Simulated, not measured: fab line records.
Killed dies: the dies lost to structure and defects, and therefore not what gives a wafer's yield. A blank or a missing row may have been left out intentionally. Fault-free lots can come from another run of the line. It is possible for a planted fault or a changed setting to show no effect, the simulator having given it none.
fab line records	flow nandHarc
record: lots: 6	wafers: 18	lastDay: 31
route steps=1302 shown A_M1@1178 A_BONDPAD@1202 END@1302
lots that met no fault: taken from a fault-free run of the same line
startH: hours from the record's opening day to when the first of the lot's shown wafers began	waitH: hours from the lot's prior step to this one	" same as the row above	L1.1+2: one row covering several wafers at once	- either no value or no given start	* or withheld: withheld	< > ~ a bound
route shown NAME@n: NAME is a module with steps in the file, n the number in the route of the first one	usual: mean/standard deviation taken from wafers without a fault	same: alike in all rows	chamber/n: place in a boat	sites: the reading at each site	_std_site: standard deviation across them	_edge_site: the outer-site mean with the inner-site mean subtracted	radiusMm: for every site, how far away it sits from the centre of the wafer	mask NAME#n: copy n	behind: the most recent tool/chamber to have shaped the wafer	hold: reason for holding the lot/hours on hold/outcome of the hold	device: names the non-switching transistor (n, p or np)	end of line: the route-end tests of the same wafers	a step without rows: its recipe alone	killed: not the wafer's yield, but the dies lost to structure and defects at the first sort	map: a wafer's dies, x killed, . not, _ none there
set.NAME: the run value of the setting; set.NAME@STEP: its run value at that earlier step	model.NAME: the simulator's own value behind a step, which no gauge read
certain route steps with their lots: each step a table, each wafer a row
services: when a tool's chamber went out of use (startH, in hours from the record's first day, below 0 if earlier), for how many hours, and the reason
== steps ==
step: NHARC_A_M1_DEVELOP_08
recipe: developTimeS: 35	devTempC: 23
step: NHARC_A_M1_CD_MEAS_09
recipe: targetCdNm: 120	landingEnergyEv: 500
usual: cdNm: 120.1/0.59
lot.wafer	tool	chamber	startH	waitH	cdNm
L343.1	cdSem-02	0	545.85	-	120.2
L343.3	"	0	"	"	120.1
L343.4	"	0	"	"	119.4
L349.3	cdSem-03	0	591.86	-	120.0
L349.4	"	0	"	"	119.3
L349.6	"	0	"	"	119.0
L348.1	cdSem-03	0	594.01	-	119.5
L348.3	"	0	"	"	119.1
L348.6	"	0	"	"	119.7
L351.3	cdSem-03	0	619.67	-	119.6
L351.4	"	0	"	"	120.1
L351.5	"	0	"	"	119.5
L359.1	cdSem-03	0	682.24	-	120.7
L359.4	"	0	"	"	119.7
L359.5	"	0	"	"	120.0
L360.2	cdSem-03	0	697.13	-	120.7
L360.3	"	0	"	"	121.0
L360.6	"	0	"	"	121.2
step: NHARC_A_M1_OVL_MEAS_10
recipe: pitchNm: 240
usual: overlayXNm: -0.2/0.55	overlayYNm: -0.2/0.56
lot.wafer	tool	chamber	startH	waitH	overlayXNm	overlayYNm
L343.1	overlay-02	-	545.94	-	-0.3	-0.4
L343.3	"	-	"	"	0.1	-0.4
L343.4	"	-	"	"	0.6	-0.9
L349.3	overlay-01	-	591.94	-	-0.3	-0.8
L349.4	"	-	"	"	-0.3	-0.5
L349.6	"	-	"	"	-0.3	-1.5
L348.1	overlay-01	-	594.10	-	-0.1	-0.3
L348.3	"	-	"	"	-0.9	0.0
L348.6	"	-	"	"	0.0	-0.6
L351.3	overlay-01	-	619.76	-	-0.7	-0.8
L351.4	"	-	"	"	-0.6	-0.4
L351.5	"	-	"	"	-0.9	-1.1
L359.1	overlay-02	-	682.33	-	-0.6	-0.6
L359.4	"	-	"	"	-0.3	-0.6
L359.5	"	-	"	"	0.0	-0.1
L360.2	overlay-01	-	697.22	-	-0.4	-0.7
L360.3	"	-	"	"	-0.5	-1.4
L360.6	"	-	"	"	-1.0	-0.8
step: NHARC_A_M1_INSPECT_11
usual: rawDefectCount: 90/43
lot.wafer	tool	chamber	startH	waitH	rawDefectCount
L343.1	defectInspect-02	-	545.98	0.0	90
L343.3	"	-	"	"	80
L343.4	"	-	"	"	68
L349.3	defectInspect-02	-	591.98	0.0	123
L349.4	"	-	"	"	132
L349.6	"	-	"	"	139
L348.1	defectInspect-02	-	594.13	0.0	145
L348.3	"	-	"	"	162
L348.6	"	-	"	"	162
L351.3	defectInspect-01	-	619.79	0.0	129
L351.4	"	-	"	"	117
L351.5	"	-	"	"	141
L359.1	defectInspect-01	-	682.37	0.0	68
L359.4	"	-	"	"	70
L359.5	"	-	"	"	61
L360.2	defectInspect-01	-	697.26	0.0	30
L360.3	"	-	"	"	26
L360.6	"	-	"	"	33
step: NHARC_A_M1_DESCUM_14
recipe: timeS: 3	o2FlowSccm: 200	arFlowSccm: 0	biasPowerW: 0	chemistry: O2
step: NHARC_A_M1_ETCH_35
recipe: targetDepthA: 400	overetchA: 120	timeS: 43.94	ionEnergyEv: 200	n2FlowSccm: 150	h2FlowSccm: 150	arFlowSccm: 0	rfW: 400	biasW: 150	chemistry: N2/H2
step: NHARC_A_M1_ETCH_15
recipe: targetDepthA: 1825	timeS: 91.2	c4f8FlowSccm: withheld	arFlowSccm: 400	rfW: 600	biasW: 300	chemistry: C4F8/Ar
step: NHARC_A_M1_CD_MEAS_16
usual: cdNm: 119.9/0.91
lot.wafer	tool	chamber	startH	waitH	cdNm
L343.1	cdSem-01	-	546.34	-	120.5
L343.3	"	-	"	"	119.5
L343.4	"	-	"	"	119.4
L349.3	cdSem-03	-	592.35	-	119.6
L349.4	"	-	"	"	118.8
L349.6	"	-	"	"	119.6
L348.1	cdSem-03	-	594.50	-	117.9
L348.3	"	-	"	"	119.2
L348.6	"	-	"	"	119.7
L351.3	cdSem-01	-	620.16	-	119.5
L351.4	"	-	"	"	119.8
L351.5	"	-	"	"	119.0
L359.1	cdSem-01	-	682.73	-	121.8
L359.4	"	-	"	"	120.0
L359.5	"	-	"	"	120.9
L360.2	cdSem-03	-	697.62	-	120.5
L360.3	"	-	"	"	121.5
L360.6	"	-	"	"	121.9
step: NHARC_A_M1_STRIP_18
recipe: powerW: 1000	n2FlowSccm: 150	h2FlowSccm: 150	arFlowSccm: 0	biasW: 0	chemistry: N2/H2
usual: drypumpMotorCurrentA: 5.6/0.37	oesProductAu: 1.000/0.0093	rfVppV: 90.7/0.99	showerheadPlenumPTorr: 2.05/0.085	throttleValvePct: 14.171/0.0088
lot.wafer	tool	chamber	startH	waitH	drypumpMotorCurrentA	oesProductAu	rfHoursCounterH	rfVppV	showerheadPlenumPTorr	throttleValvePct
L343.3	rieDiel-10	3	546.42	0.1	5.9	1.007	7.2	91.3	2.15	14.172
L343.4	"	0	"	"	6.4	1.005	8.0	91.5	2.11	14.178
L343.1	"	1	"	"	6.0	1.001	7.2	89.4	1.97	14.177
L349.3	rieDiel-12	1	592.42	0.1	5.5	0.999	3.3	90.9	2.05	14.167
L349.4	"	3	"	"	5.6	1.000	3.3	91.9	2.16	14.171
L349.6	"	2	"	"	5.2	1.018	-	89.6	1.99	14.176
L348.1	rieDiel-12	0	594.60	0.1	5.4	1.002	3.5	91.3	1.99	14.179
L348.3	"	2	"	"	5.2	1.007	3.3	89.4	1.99	14.166
L348.6	"	3	"	"	5.7	0.988	-	89.1	2.16	14.168
L351.4	rieDiel-12	1	620.26	0.1	5.5	0.988	4.2	89.8	2.05	14.175
L351.3	"	3	"	"	5.6	0.990	4.0	92.3	2.16	14.177
L351.5	"	0	"	"	5.5	1.000	-	89.2	1.99	14.178
L359.4	rieDiel-10	1	682.81	0.1	6.0	0.992	4.3	90.9	1.97	14.159
L359.1	"	2	"	"	5.7	1.004	4.1	89.6	1.89	14.179
L359.5	"	1	"	"	6.0	0.997	-	90.9	1.97	14.180
L360.3	rieDiel-12	2	697.75	0.1	5.2	1.012	2.0	89.7	1.99	14.182
L360.2	"	3	"	"	5.6	1.002	2.2	91.7	2.16	14.177
L360.6	"	0	"	"	5.4	0.996	-	91.5	1.99	14.172
step: NHARC_A_M1_ETCH_28
recipe: targetDepthA: 300	overEtchFrac: 0.3	timeS: 72.99	ionEnergyEv: 150	cf4FlowSccm: 50	n2FlowSccm: 100	arFlowSccm: 150	rfW: 300	biasW: 100	chemistry: CF4/N2
usual: drypumpMotorCurrentA: 5.6/0.39	oesProductAu: 1.001/0.0093	rfVppV: 314.5/1.9	showerheadPlenumPTorr: 2.65/0.1	throttleValvePct: 19.795/0.0085
lot.wafer	tool	chamber	startH	waitH	drypumpMotorCurrentA	oesProductAu	rfHoursCounterH	rfVppV	showerheadPlenumPTorr	throttleValvePct
L343.3	rieDiel-10	2	-	-	5.7	1.006	6.7	311.4	2.46	19.800
L343.1	"	0	"	"	6.4	1.014	8.1	316.7	2.71	19.794
L343.4	"	1	"	"	6.0	1.017	7.3	313.6	2.55	19.801
L349.3	rieDiel-12	3	-	-	5.6	0.981	3.4	317.3	2.77	19.785
L349.4	"	1	"	"	5.5	0.993	3.3	313.0	2.64	19.800
L349.6	"	3	"	"	5.6	0.989	-	316.4	2.77	19.777
L348.1	rieDiel-12	0	-	-	5.5	0.987	3.5	312.8	2.57	19.802
L348.3	"	1	"	"	5.5	0.996	3.4	315.1	2.64	19.795
L348.6	"	2	"	"	5.2	1.009	-	313.7	2.56	19.795
L351.4	rieDiel-12	3	-	-	5.6	0.993	4.0	316.1	2.77	19.794
L351.3	"	0	"	"	5.4	1.006	4.2	312.6	2.57	19.790
L351.5	"	2	"	"	5.1	1.010	-	313.5	2.56	19.790
L359.1	rieDiel-10	0	-	-	6.4	1.010	4.3	314.8	2.71	19.812
L359.4	"	3	"	"	6.0	0.998	3.9	316.6	2.75	19.800
L359.5	"	1	"	"	6.0	1.002	-	312.8	2.54	19.789
L360.2	rieDiel-12	0	-	-	5.5	0.993	2.0	312.6	2.57	19.788
L360.3	"	3	"	"	5.6	1.008	2.2	316.1	2.76	19.803
L360.6	"	0	"	"	5.4	0.994	-	312.4	2.57	19.790
step: NHARC_A_M1_STRIP_19
recipe: timeS: 600	tempC: 30	chemistry: postEtchResidueRemover
step: NHARC_A_M1_DEGAS_29
recipe: tempC: 250	timeS: 60
step: NHARC_A_M1_PRE_CLEAN_30
recipe: timeS: 30	tempC: 280	gas: H2/He
usual: heaterPowerW: 412/40
lot.wafer	tool	chamber	startH	waitH	heaterPowerW
L343.1	pvdSputter-02	-	547.13	-	452
L343.3	"	-	"	"	415
L343.4	"	-	"	"	386
L349.3	pvdSputter-02	-	593.11	-	447
L349.4	"	-	"	"	409
L349.6	"	-	"	"	445
L348.3	pvdSputter-02	-	595.28	-	443
L348.1	"	-	"	"	406
L348.6	"	-	"	"	456
L351.4	pvdSputter-01	-	620.98	-	358
L351.3	"	-	"	"	351
L351.5	"	-	"	"	455
L359.1	pvdSputter-01	-	683.51	-	360
L359.4	"	-	"	"	345
L359.5	"	-	"	"	407
L360.3	pvdSputter-03	-	698.39	-	385
L360.2	"	-	"	"	378
L360.6	"	-	"	"	385
step: NHARC_A_M1_PVD_20
recipe: targetThkA: 50	biasV: 168.6	powerW: 15000	chamberPressurePa: 0.12	timeS: 8.06	substrateTempC: 50	material: TaN
step: NHARC_A_M1_PVD_21
recipe: targetThkA: 300	chamberPressurePa: 5	powerW: 5000	substrateTempC: 30	timeS: 20.49	material: Cu
step: NHARC_A_M1_ECD_22
recipe: targetThkA: 4000	bathTempC: 25	material: Cu
step: NHARC_A_M1_ANNEAL_31
recipe: tempC: 225	timeS: 90
usual: wafer_temp_C_max: 226.5/0.33
lot.wafer	tool	chamber	startH	waitH	wafer_temp_C_max
L343.1	rtpAnneal-01	0	548.06	0.5	226.3
L343.3	"	0	"	"	226.0
L343.4	"	0	"	"	226.4
L349.3	rtpAnneal-02	0	593.89	-	226.5
L349.4	"	0	"	"	226.4
L349.6	"	0	"	"	227.3
L348.1	rtpAnneal-01	0	595.95	0.3	226.7
L348.3	"	0	"	"	226.7
L348.6	"	0	"	"	225.9
L351.3	rtpAnneal-02	0	621.78	-	226.2
L351.4	"	0	"	"	226.3
L351.5	"	0	"	"	226.3
L359.1	rtpAnneal-01	0	684.19	0.3	226.5
L359.4	"	0	"	"	226.8
L359.5	"	0	"	"	226.0
L360.2	rtpAnneal-01	0	699.12	-	226.7
L360.3	"	0	"	"	226.4
L360.6	"	0	"	"	226.5
step: NHARC_A_M1_CMP_23
recipe: tOverpolishS: 20	targetThkNm: 154.34
step: NHARC_A_M1_THK_MEAS_24
recipe: thkMeasGauge: xrf
usual: thkNm: 154.7/1.4
lot.wafer	tool	chamber	startH	waitH	thkNm
L343.1	filmMetro-01	-	548.72	-	155.4
L343.3	"	-	"	"	156.9
L343.4	"	-	"	"	156.1
L349.3	filmMetro-01	-	594.45	-	155.4
L349.4	"	-	"	"	154.2
L349.6	"	-	"	"	154.3
L348.1	filmMetro-01	-	596.61	-	152.4
L348.3	"	-	"	"	152.9
L348.6	"	-	"	"	152.3
L351.3	filmMetro-01	-	622.33	-	154.1
L351.4	"	-	"	"	153.9
L351.5	"	-	"	"	155.0
L359.1	filmMetro-01	-	684.84	-	156.9
L359.4	"	-	"	"	154.1
L359.5	"	-	"	"	156.4
L360.2	filmMetro-01	-	699.72	-	152.1
L360.3	"	-	"	"	153.4
L360.6	"	-	"	"	150.8
step: NHARC_A_M1_SRD_25
step: NHARC_A_M1_PRE_CLEAN_32
recipe: timeS: 12	tempC: 370	rfPowerW: 300	gas: NH3
step: NHARC_A_M1_DEP_33
recipe: targetThkA: 300	tempC: 370	targetThkNm: 30	pressureTorr: 3	flowSccm: 200	rfW: 450	material: SiCN
step: NHARC_A_BONDPAD_DEP_00
recipe: targetThkA: 2500	tempC: 370	targetThkNm: 250	pressureTorr: 3	flowSccm: 200	rfW: 450	material: SiCN
step: NHARC_A_BONDPAD_CMP_29
recipe: targetThkNm: 200	material: SiCN
usual: motorCurrentA: 12.2/1.2	slurryFilterDpKPa: 13.51/0.14	slurryFlowMlMin: 150.0/0.44
lot.wafer	tool	chamber	startH	waitH	motorCurrentA	slurryFilterDpKPa	slurryFlowMlMin
L343.3	cmp-02	0	550.02	-	13.3	13.44	150.3
L343.1	"	1	"	"	11.0	13.42	149.9
L343.4	"	2	"	"	12.4	13.56	149.3
L349.4	cmp-02	0	595.71	-	13.3	13.52	149.7
L349.3	"	2	"	"	12.0	13.54	150.2
L349.6	"	1	"	"	11.5	13.74	150.3
L348.1	cmp-03	0	597.88	-	10.9	13.54	149.2
L348.3	"	2	"	"	10.1	13.57	150.3
L348.6	"	1	"	"	11.1	13.48	151.0
L351.3	cmp-03	2	623.60	-	10.4	13.48	150.1
L351.4	"	1	"	"	10.8	13.57	149.3
L351.5	"	2	"	"	9.9	13.55	150.8
L359.4	cmp-04	1	686.14	-	14.2	13.67	150.5
L359.1	"	2	"	"	13.3	13.40	150.7
L359.5	"	0	"	"	12.7	13.71	150.4
L360.2	cmp-03	1	701.01	-	11.3	13.47	150.6
L360.3	"	0	"	"	10.2	13.65	150.2
L360.6	"	1	"	"	11.0	13.46	149.9
step: NHARC_A_BONDPAD_THK_MEAS_30
recipe: thkMeasGauge: ellipsometry
usual: thkNm: 200.4/1.5
lot.wafer	tool	chamber	startH	waitH	thkNm
L343.1	filmMetro-01	-	550.24	0.2	201.2
L343.3	"	-	"	"	202.1
L343.4	"	-	"	"	201.0
L349.3	filmMetro-01	-	595.96	0.2	200.1
L349.4	"	-	"	"	197.9
L349.6	"	-	"	"	198.8
L348.1	filmMetro-02	-	598.12	0.2	200.8
L348.3	"	-	"	"	200.8
L348.6	"	-	"	"	198.0
L351.3	filmMetro-02	-	623.85	0.2	199.6
L351.4	"	-	"	"	199.9
L351.5	"	-	"	"	203.7
L359.1	filmMetro-02	-	686.36	0.2	201.1
L359.4	"	-	"	"	201.3
L359.5	"	-	"	"	202.6
L360.2	filmMetro-01	-	701.26	0.2	200.9
L360.3	"	-	"	"	203.9
L360.6	"	-	"	"	201.1
step: NHARC_A_BONDPAD_SRD_31
step: NHARC_A_BONDPAD_DEHYDRATE_01
recipe: tempC: 150	timeS: 120
step: NHARC_A_BONDPAD_HMDS_02
recipe: timeS: 30
step: NHARC_A_BONDPAD_COAT_33
recipe: tempC: 200	timeS: 65
step: NHARC_A_BONDPAD_COAT_03
recipe: spinRpm: 2000	resistThkNm: 600
step: NHARC_A_BONDPAD_SOFTBAKE_04
recipe: tempC: 125	timeS: 70
step: NHARC_A_BONDPAD_EBR_05
step: NHARC_A_BONDPAD_EXPOSE_06
recipe: na: 0.55	doseMj: 36.99	maskId: A_BPAD
step: NHARC_A_BONDPAD_PEB_07
recipe: pebTempC: 128	pebTimeS: 80
step: NHARC_A_BONDPAD_DEVELOP_08
recipe: timeS: 50	devTempC: 22
step: NHARC_A_BONDPAD_CD_MEAS_09
recipe: targetCdNm: 500	landingEnergyEv: 500
usual: cdNm: 500.9/1.7
lot.wafer	tool	chamber	startH	waitH	cdNm
L343.1	cdSem-01	0	550.83	-	499.7
L343.3	"	0	"	"	501.9
L343.4	"	0	"	"	500.1
L349.3	cdSem-03	0	596.40	-	499.0
L349.4	"	0	"	"	502.0
L349.6	"	0	"	"	502.0
L348.1	cdSem-01	0	598.69	-	497.7
L348.3	"	0	"	"	498.1
L348.6	"	0	"	"	498.0
L351.3	cdSem-01	0	624.29	-	501.7
L351.4	"	0	"	"	500.7
L351.5	"	0	"	"	500.6
L359.1	cdSem-01	0	686.81	-	499.3
L359.4	"	0	"	"	503.1
L359.5	"	0	"	"	503.9
L360.2	cdSem-03	0	701.83	-	502.5
L360.3	"	0	"	"	498.8
L360.6	"	0	"	"	500.1
step: NHARC_A_BONDPAD_OVL_MEAS_35
usual: overlayXNm: 1/5.3	overlayYNm: 0/6.1
lot.wafer	tool	chamber	startH	waitH	overlayXNm	overlayYNm
L343.1	overlay-01	-	550.92	-	0	-1
L343.3	"	-	"	"	0	-1
L343.4	"	-	"	"	-1	-2
L349.3	overlay-02	-	596.49	-	4	3
L349.4	"	-	"	"	4	5
L349.6	"	-	"	"	4	4
L348.1	overlay-02	-	598.79	-	-3	-7
L348.3	"	-	"	"	-2	-7
L348.6	"	-	"	"	-2	-6
L351.3	overlay-01	-	624.38	-	-6	2
L351.4	"	-	"	"	-6	1
L351.5	"	-	"	"	-7	1
L359.1	overlay-02	-	686.90	-	7	2
L359.4	"	-	"	"	7	3
L359.5	"	-	"	"	7	4
L360.2	overlay-02	-	701.92	-	6	-2
L360.3	"	-	"	"	6	-2
L360.6	"	-	"	"	6	-3
step: NHARC_A_BONDPAD_HARDBAKE_10
recipe: tempC: 118	timeS: 65
step: NHARC_A_BONDPAD_DESCUM_11
recipe: timeS: 3	o2FlowSccm: 200	arFlowSccm: 0	biasPowerW: 0	chemistry: O2
step: NHARC_A_BONDPAD_ETCH_34
recipe: targetDepthA: 600	overetchA: 180	timeS: 65.91	ionEnergyEv: 200	n2FlowSccm: 150	h2FlowSccm: 150	arFlowSccm: 0	rfW: 400	biasW: 150	chemistry: N2/H2
usual: drypumpMotorCurrentA: 5.5/0.55	oesProductAu: 0.998/0.011	rfVppV: 430/3	showerheadPlenumPTorr: 2.03/0.11	throttleValvePct: 14.172/0.0083
lot.wafer	tool	chamber	startH	waitH	drypumpMotorCurrentA	oesProductAu	rfHoursCounterH	rfVppV	showerheadPlenumPTorr	throttleValvePct
L343.1	rieDiel-09	2	551.13	0.1	4.7	1.007	8	427	1.91	14.164
L343.4	"	0	"	"	5.2	1.023	8	428	1.99	14.160
L343.3	"	1	"	"	6.0	0.991	8	426	1.89	14.176
L349.3	rieDiel-08	0	596.71	0.1	5.8	1.012	2	434	2.17	14.174
L349.4	"	1	"	"	5.1	1.013	2	429	1.99	14.168
L349.6	"	3	"	"	5.5	0.989	-	433	2.10	14.174
L348.1	rieDiel-08	0	599.01	0.1	5.8	0.992	2	433	2.17	14.174
L348.3	"	2	"	"	6.7	0.998	2	432	2.05	14.153
L348.6	"	0	"	"	5.8	0.993	-	435	2.17	14.156
L351.4	rieDiel-08	0	624.59	0.1	5.7	0.999	2	433	2.17	14.165
L351.3	"	1	"	"	5.1	1.024	3	427	1.99	14.179
L351.5	"	0	"	"	5.8	1.001	-	435	2.17	14.177
L359.4	rieDiel-08	1	687.11	0.1	5.1	1.003	4	430	1.99	14.180
L359.1	"	2	"	"	6.7	1.004	4	431	2.05	14.184
L359.5	"	0	"	"	5.7	0.989	-	435	2.17	14.177
L360.2	rieDiel-08	0	702.13	0.1	5.8	0.992	4	434	2.17	14.180
L360.3	"	2	"	"	6.7	0.992	4	431	2.05	14.162
L360.6	"	3	"	"	5.5	0.969	-	432	2.10	14.172
step: NHARC_END_SORT_01
recipe: tempC: 25
usual: killedAtArray: 62/22	killedAtOther: 1.0/1.4	killedAtPeriphery: 4.2/2.8	killedDies: 67/23	killedOpen: 3.1/1.7	killedShort: 2.1/1.5
same: grossDies: 677
lot.wafer	tool	chamber	startH	waitH	killedAtArray	killedAtOther	killedAtPeriphery	killedDies	killedOpen	killedShort
L348.1	prober-01	0	629.74	2.5	182	0	2	184	1	2
L348.3	prober-01	0	631.34	3.1	187	0	4	191	4	0
L348.6	prober-01	0	633.74	4.0	179	0	2	181	3	2
L349.3	prober-02	0	630.12	3.1	179	4	3	186	8	1
L349.4	prober-02	0	630.93	3.4	177	2	5	184	2	0
L349.6	prober-02	0	632.55	4.0	194	1	0	195	4	1
killed by level:class
L348.1 A_M1:unspecified=91 A_SLIT:chamberFilmFlake=32 A_CHANNEL_HOLE_D1:chamberFilmFlake=28 A_CHANNEL_HOLE_D2:chamberFilmFlake=24 A_CONTACT:chamberFilmFlake=3 P_M1:chamberFilmFlake=2 A_CHANNEL_FILL_D1:geometricParticle:short=1 A_CHANNEL_FILL_D2:geometricParticle:open=1
L349.3 A_M1:unspecified=96 A_CHANNEL_HOLE_D1:chamberFilmFlake=32 A_SLIT:chamberFilmFlake=21 A_CHANNEL_HOLE_D2:chamberFilmFlake=7 A_WL_FILL:chamberFilmFlake=4 THIN_TSV:chamberFilmFlake=4 A_STAIRCASE:chamberFilmFlake=3 A_CHANNEL_FILL_D1:chamberFilmFlake=3
L349.4 A_M1:unspecified=93 A_CHANNEL_HOLE_D1:chamberFilmFlake=34 A_SLIT:chamberFilmFlake=29 A_CHANNEL_HOLE_D2:chamberFilmFlake=6 A_WL_FILL:chamberFilmFlake=6 P_ZERO_WELL:chamberFilmFlake=3 A_CHANNEL_FILL_D1:chamberFilmFlake=3 A_STAIRCASE:chamberFilmFlake=3
L348.3 A_M1:unspecified=89 A_CHANNEL_HOLE_D2:chamberFilmFlake=33 A_CHANNEL_HOLE_D1:chamberFilmFlake=31 A_SLIT:chamberFilmFlake=21 A_CONTACT:chamberFilmFlake=6 P_M1:chamberFilmFlake=4 A_CHANNEL_FILL_D1:geometricParticle:open=2 A_DECK1_JOINT:chamberFilmFlake=2
L349.6 A_M1:unspecified=90 A_CHANNEL_HOLE_D1:chamberFilmFlake=34 A_SLIT:chamberFilmFlake=32 A_CHANNEL_HOLE_D2:chamberFilmFlake=16 A_STAIRCASE:chamberFilmFlake=12 A_ZERO_WELL:chamberFilmFlake=2 A_ONON_D1:geometricParticle:open=1 A_CHANNEL_FILL_D1:geometricParticle:short=1
L348.6 A_M1:unspecified=93 A_SLIT:chamberFilmFlake=31 A_CHANNEL_HOLE_D2:chamberFilmFlake=24 A_CHANNEL_HOLE_D1:chamberFilmFlake=19 A_WL_FILL:geometricParticle:short=2 A_DECK1_JOINT:chamberFilmFlake=2 A_CONTACT:chamberFilmFlake=2 A_CHANNEL_FILL_D2:chamberFilmFlake=1
map L348.3 (x killed, . not)
____________.____________
_________......._________
_______xx........._______
______xxxx.........______
_____xxxxxx.x......._____
____.xxxxxx..........____
____xxxxx...........x____
___x..xxx.............___
___x.x..x.............___
__...x....x..........x.__
__...................x.__
_.................x..x.x_
_...x............x.xxxxx_
_..................xxx.x_
_....x.............xxxxx_
_......x..........xxxxxx_
....................x.xxx
...xx...............x....
x..xx....................
.........................
.........................
_..........x..xx........_
_......x....xx.xx......._
_............xxxx......._
_..........xxxxxxxxx...._
_.........xxxxxxxxx....._
__....x....xxxxxxx...x.__
__...x.....xxxxxxxx....__
___......x.xxxxxxxx...___
___.x...xx.xxxxxxxxx..___
____..x..x.xxxxxxxxx.____
____....xxxxxxxxxxx..____
_____..x.xxxxxxxxxxx_____
______..xx..xxxxx..______
_______.x.x.xx.x.x_______
_________xx....._________
____________.____________
map L349.6 (x killed, . not)
____________.____________
_________......._________
_______......x...._______
______........x....______
_____.............x._____
____.................____
____...............xx____
___...................___
___................xx.___
__..........x.......xxx__
__...........x.......xx__
_...................xx.x_
_.................xxxxxx_
_.......x.........x..x.x_
_......xx.x.........xxxx_
_....x...xxx........xxx._
.......xx.x......xxxxxx.x
x........x.......x...x.x.
.......xx.x..........x.x.
........x.xx.............
........x..x.x...........
_........x..x..x........_
_..............x.xxx...._
_........x..xxxxxxx....._
_...........x.xxxxxx...._
_........x..xxxxxxxxx..._
__......x..xxxxxxxxx...__
__.......x..xxxxxxxx...__
___......xx.xxxxxxxxx.___
___......xxxxxxxxxxxx.___
____.x..xxxxxxxxxxxx.____
____...x.xxxx.xxxxxx.____
_____x..xxxx.xxxxxx._____
______x.xxxx..xxx.x______
_______x.xxxxxxx.x_______
_________...x..._________
____________.____________
== services ==
tool	chamber	startH	hours	kind
cmp-04	-	522.72	0.8	repair
pvdSputter-03	-	526.07	10.0	pm
cmp-02	-	526.65	4.0	pm
pvdSputter-01	-	531.01	2.9	repair
rieDiel-08	-	544.84	9.0	pm
cmp-03	-	554.04	4.0	pm
cmp-04	-	568.15	4.6	repair
pvdSputter-01	-	582.06	10.0	pm
cmp-04	-	585.75	1.7	repair
rieDiel-10	3	593.75	3.2	repair
rieDiel-10	-	596.52	9.0	pm
cmp-03	-	606.54	1.1	repair
rieDiel-10	3	609.46	2.4	repair
cmp-02	-	619.36	2.4	repair
rieDiel-12	-	622.49	9.0	pm
rieDiel-10	1	623.57	7.8	repair
cmp-02	-	624.65	4.0	pm
rieDiel-08	0	627.69	8.6	repair
cmp-02	-	637.93	1.8	repair
pvdSputter-02	-	638.05	10.0	pm
rieDiel-12	0	643.53	8.0	repair
cmp-03	-	652.04	4.0	pm
cmp-02	-	654.76	2.7	repair
rieDiel-08	-	697.54	0.7	repair
== key ==
firstSign: step: NHARC_END_SORT_01	reading: killedAtArray	direction: up	sigmas: 5.4	usual: 62	struck: 183
effect: step: NHARC_END_SORT_01	reading: killedDies	direction: up	sigmas: 5.2	usual: 67	struck: 187
moreKillsBornAt: NHARC_A_M1_PRE_CLEAN_30@pvdSputter-02: 552
metAt NHARC_A_M1_PRE_CLEAN_30
struckWafers L348.1,L348.3,L348.6,L349.3,L349.4,L349.6
testerLeftOut L349
onsetBetween 547.13 593.11
earlierFault: kind: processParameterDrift	tool: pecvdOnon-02	chamber: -	onsetH: 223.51	steps: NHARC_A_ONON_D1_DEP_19	channel: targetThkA	offset: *	shape: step	actsIn: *	stated: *
fault: kind: chamberParticleSource	tool: pvdSputter-02	chamber: -	onsetH: 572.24	steps: NHARC_A_M1_PRE_CLEAN_30	ratePerVisitCm2: 1.2016
testerLeftOut: of these lots the tester's yield and bins aren't shown, on N5 and GAA mostly nor the transistor test; their killed dies are dies lost to structure and defects alone, not to doping, threshold or leakage, so they don't give the yield
